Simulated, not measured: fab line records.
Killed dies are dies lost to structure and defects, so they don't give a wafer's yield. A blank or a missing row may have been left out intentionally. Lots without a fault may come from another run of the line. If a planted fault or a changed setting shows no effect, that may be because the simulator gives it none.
Struck lot and sound lot, side by side + flow nandHarc + 15 steps out of a route of 1302
Sound: wafers L245.2, L245.3, L245.4. Struck: wafer L252.2. (L252.6 of the same lot was not struck and is left out.) The cause comes at the end.
Per side, at each step with rows, come the tool, then ch with its chambers, and then its first start. Under that, the readings that differ: sound wafers + struck wafers + difference of the means + sigmas: that difference in standard deviations of wafers without a fault.
alike: same words and numbers on both sides, and readings whose means sit less than 2 such deviations apart. not compared: any withheld reading, any reading some wafer has no value for, any bound like >300 that may hide the same value, and any number with overlapping values for which the record gives no deviation.
The two part at a step that has a row with sigmas, a row that says differs or no value, or rows on one side only. Numbers that don't overlap but have no deviation are shown without sigmas and don't part them. A reading missing from all wafers of one side parts the sides only when that side holds two or more wafers.

first, 4 steps without rows for these wafers: NHARC_P_CONTACT_EBR_08; NHARC_P_CONTACT_EXPOSE_09 (exposes mask P CA, target cd 90 nm); NHARC_P_CONTACT_PEB_10 (peb time 65 s); NHARC_P_CONTACT_DEVELOP_11 (develop time 35 s).
NHARC_P_CONTACT_CD_MEAS_12: the cd target is 90 nm.
  sound on cdSem-02 ch 0, day 8 17:00; struck on cdSem-02 ch 0, day 11 20:16
  alike: cdNm
NHARC_P_CONTACT_OVL_MEAS_13:
  sound: overlay-02 at day 8 17:05; struck: overlay-01 at day 11 20:21
| reading         | sound       | struck | difference | sigmas |
|-----------------|-------------|--------|------------|--------|
| overlayXNm (nm) | 1.3 1.9 1.4 | -0.7   | -2.2       | -2     |
  alike: overlayYNm
NHARC_P_CONTACT_INSPECT_14:
  sound: defectInspect-01 at day 8 17:07; struck: defectInspect-01 at day 11 20:23
  alike: rawDefectCount
NHARC_P_CONTACT_DESCUM_17: chemistry O2, time 3 s.
  sound on rieDiel-06 ch 1,2,3, day 8 17:11; struck on rieDiel-06 ch 2, day 11 20:29
| reading             | sound       | struck | difference | sigmas |
|---------------------|-------------|--------|------------|--------|
| rfHoursCounterH (h) | 0.7 0.7 0.7 | 3.4    | +2.7       |        |
  alike: drypumpMotorCurrentA, oesProductAu, rfVppV, showerheadPlenumPTorr, throttleValvePct
NHARC_P_CONTACT_ETCH_35: etches the open film in CF4, target depth 39 nm, time 65 s.
  sound on rieDiel-06 ch 0,1,2, day 8 17:16; struck on rieDiel-06 ch 3, day 11 20:32
| reading                  | sound       | struck | difference | sigmas |
|--------------------------|-------------|--------|------------|--------|
| drypumpMotorCurrentA (A) | 6.1 5.9 5.9 | 5.0    | -1.0       | -2     |
| rfHoursCounterH (h)      | 0.7 0.7 0.7 | 3.1    | +2.4       |        |
  alike: oesProductAu, rfVppV, runLengthS, showerheadPlenumPTorr, throttleValvePct
NHARC_P_CONTACT_ETCH_36: etches the open film in N2/H2, target depth 260 nm, time 406.25 s.
  sound: rieDiel-06 ch 0,1,2; struck: rieDiel-06 ch 2
| reading             | sound       | struck | difference | sigmas |
|---------------------|-------------|--------|------------|--------|
| rfHoursCounterH (h) | 0.8 0.8 0.7 | 3.4    | +2.6       |        |
  alike: drypumpMotorCurrentA, oesProductAu, rfVppV, runLengthS, showerheadPlenumPTorr, throttleValvePct
NHARC_P_CONTACT_ETCH_18: etches the open film in C4F8/O2/Ar, target depth 481 nm, time 240.5 s.
  sound: rieDiel-06 ch 1,2,3; struck: rieDiel-06 ch 1
| reading             | sound       | struck | difference | sigmas |
|---------------------|-------------|--------|------------|--------|
| rfHoursCounterH (h) | 1.0 1.0 0.9 | 3.3    | +2.3       |        |
  alike: oesProductAu, rfVppV, runLengthS
then, 1 step without rows for these wafers: NHARC_P_CONTACT_STRIP_37 (strips in C4F8/O2/Ar).
NHARC_P_CONTACT_ETCH_31: etches the open film in CH3F/O2, target depth 30 nm, time 85.7 s.
  sound on rieDiel-06 ch 1,2,3, day 8 17:56; struck on rieDiel-06 ch 3, day 11 21:12
| reading             | sound             | struck | difference | sigmas |
|---------------------|-------------------|--------|------------|--------|
| rfHoursCounterH (h) | 1.1 1.0 1.0       | 3.3    | +2.3       |        |
| runLengthS (s)      | 106.7 107.8 106.0 | 73.6   | -33.2      | -63    |
  alike: drypumpMotorCurrentA, oesProductAu, rfVppV, showerheadPlenumPTorr, throttleValvePct
NHARC_P_CONTACT_CD_MEAS_19:
  sound: cdSem-02 at day 8 18:03; struck: cdSem-03 at day 11 21:20
  alike: cdNm
-- break in the record here, with 18 days between the starts of the struck wafers on either side (left off in module P_CONTACT, picked up again in module END, where the first step shown is number 1302 on the route) --
NHARC_END_SORT_01:
  sound on prober-01 ch 0, day 26 23:58; struck on prober-02 ch 0, day 30 04:02
| reading           | sound      | struck | difference | sigmas |
|-------------------|------------|--------|------------|--------|
| killedAtArray     | 106 106 92 | 47     | -54        | -2     |
| killedAtPeriphery | 4 1 5      | 8      | +5         | +2     |
  alike: killedAtOther, killedDies, killedOpen, killedShort

WHERE THEY PART
First at NHARC_P_CONTACT_OVL_MEAS_13; last, within this record, at NHARC_END_SORT_01.

WHY: whatever the simulator had introduced
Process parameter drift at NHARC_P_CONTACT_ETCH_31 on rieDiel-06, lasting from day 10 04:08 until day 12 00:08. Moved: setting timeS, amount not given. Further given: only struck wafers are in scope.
